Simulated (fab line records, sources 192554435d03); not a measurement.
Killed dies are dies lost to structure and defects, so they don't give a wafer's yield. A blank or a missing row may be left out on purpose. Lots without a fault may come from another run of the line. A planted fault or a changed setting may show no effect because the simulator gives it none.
One fault seen from 3 desks | flow n5_finfet | each desk has only its own numbers; what lay behind them comes last

THE DEFECT DESK
What the inspections along the route counted, lot by lot: means of the sampled wafers that have a number. A lot is out of limits, marked OUT, if its mean lies more than 4 standard deviations from the usual mean; the brackets give that distance.
Columns: A = raw_defect_count at N5_BEOL_M10_INSPECT_30, usual 409
lot  | first seen here | A
L720 | day 11 08:17    | 383
L721 | day 11 18:42    | 466
L725 | day 12 10:56    | 455
L724 | day 12 13:02    | 454
L732 | day 14 11:11    | 383
L736 | day 15 21:01    | 369
This desk's finding: nothing out of limits on any of the 6 lots.

THE METROLOGY DESK
What the gauges read, lot by lot, whatever tool the lot ran on: means of the sampled wafers that have a number. A lot is out of limits, marked OUT, if its mean lies more than 4 standard deviations from the usual mean; the brackets give that distance. Of its 40 readings 7 are shown: the one that was out of limits first, and those that lie furthest out on some lot.
Columns: A = DIBL_N at N5_BEOL_M4_RC_MEAS_101, usual 36.5 mV/V; B = ION_P at N5_BEOL_M4_RC_MEAS_101, usual 463 uA/um; C = trench_depth_nm at N5_BEOL_M10_OCD_MEAS_38, usual 147.4 nm; D = M10_THK at N5_BEOL_M10_THK_MEAS_53, usual 136 nm; E = M10_RS at N5_BEOL_M10_RS_MEAS_57, usual 0.153 ohm/sq; F = SERP_M10 at N5_BEOL_M15_RC_MEAS_101, usual 3.12 ohm/um; G = SERP_M10_max_site at N5_BEOL_M15_RC_MEAS_101, usual 3.22 ohm/um
lot  | first seen here | A    | B   | C               | D              | E                | F               | G
L720 | day 9 13:31     | 35.9 | 462 | 147.9           | 136            | 0.153            | 3.06            | 3.13
L721 | day 9 15:46     | 33.2 | 463 | 178.8 (+12) OUT | 166 (+9.9) OUT | 0.131 (-6.3) OUT | 2.66 (-5.3) OUT | 2.73 (-5.2) OUT
L724 | day 10 09:20    | 36.2 | 462 | 146.5           | 135            | 0.154            | 3.12            | 3.21
L725 | day 10 09:35    | 35.5 | 467 | 146.5           | 138            | 0.153            | 3.14            | 3.20
L732 | day 12 08:17    | 35.7 | 462 | 149.0           | 138            | 0.151            | 3.03            | 3.15
L736 | day 13 13:59    | 35.9 | 448 | 148.7           | 135            | 0.152            | 3.13            | 3.25
This desk's finding: out of limits on L721; first on L721, day 11 19:13 (trench_depth_nm at N5_BEOL_M10_OCD_MEAS_38). In limits: L720, L724, L725, L732, L736.

THE TOOL OWNER'S DESK: rie_diel-01
The tool's own readings at N5_BEOL_M10_TRENCH_ETCH_37 (etches SiCOH lowk in C4F6/O2, target depth 148.83 nm, time 48 s): means of the sampled wafers that have a number, for each lot that ran on this tool. A lot is out of limits, marked OUT, if its mean lies more than 4 standard deviations from the usual mean; the brackets give that distance. Of its 9 readings 7 are shown: those that lie furthest out on some lot.
Columns: A = C4F6_flow_sccm at N5_BEOL_M10_TRENCH_ETCH_37, usual 9.996 sccm; B = bias_w at N5_BEOL_M10_TRENCH_ETCH_37, usual 185.0 W; C = drypump_motor_current_A at N5_BEOL_M10_TRENCH_ETCH_37, usual 5.6 A; D = mfc_ar_sccm at N5_BEOL_M10_TRENCH_ETCH_37, usual 300.2 sccm; E = oes_product_au at N5_BEOL_M10_TRENCH_ETCH_37, usual 0.78 a.u.; F = showerhead_plenum_p_Torr at N5_BEOL_M10_TRENCH_ETCH_37, usual 2.83 Torr; G = throttle_valve_pct at N5_BEOL_M10_TRENCH_ETCH_37, usual 20.92 %
lot  | first seen here | A      | B     | C   | D     | E    | F    | G
L720 | day 11 09:13    | 9.993  | 185.5 | 5.9 | 299.7 | 0.78 | 2.76 | 20.87
L721 | day 11 19:02    | 10.018 | 184.9 | 5.8 | 299.8 | 0.91 | 2.78 | 20.89
L736 | day 15 21:48    | 10.015 | 184.6 | 5.7 | 300.8 | 0.79 | 2.76 | 21.06
This desk's finding: nothing out of limits on any of the 3 lots.

PUT TOGETHER
The metrology desk could have raised an alarm at day 11 19:13, on L721.
The defect desk saw nothing out of limits.
The tool owner's desk saw nothing out of limits.
The defect desk has L721 on record, within its limits.
The tool owner's desk has L721 on record, within its limits.
Of the lots named, all ran N5_BEOL_M10_TRENCH_ETCH_37 on rie_diel-01.

WHAT THE SIMULATOR HAD PUT IN
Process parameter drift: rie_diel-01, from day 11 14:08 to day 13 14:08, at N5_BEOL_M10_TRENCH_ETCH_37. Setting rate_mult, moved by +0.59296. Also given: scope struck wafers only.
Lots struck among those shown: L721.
Hours from the fault's start to each desk's first reading out of limits: the metrology desk, 5.
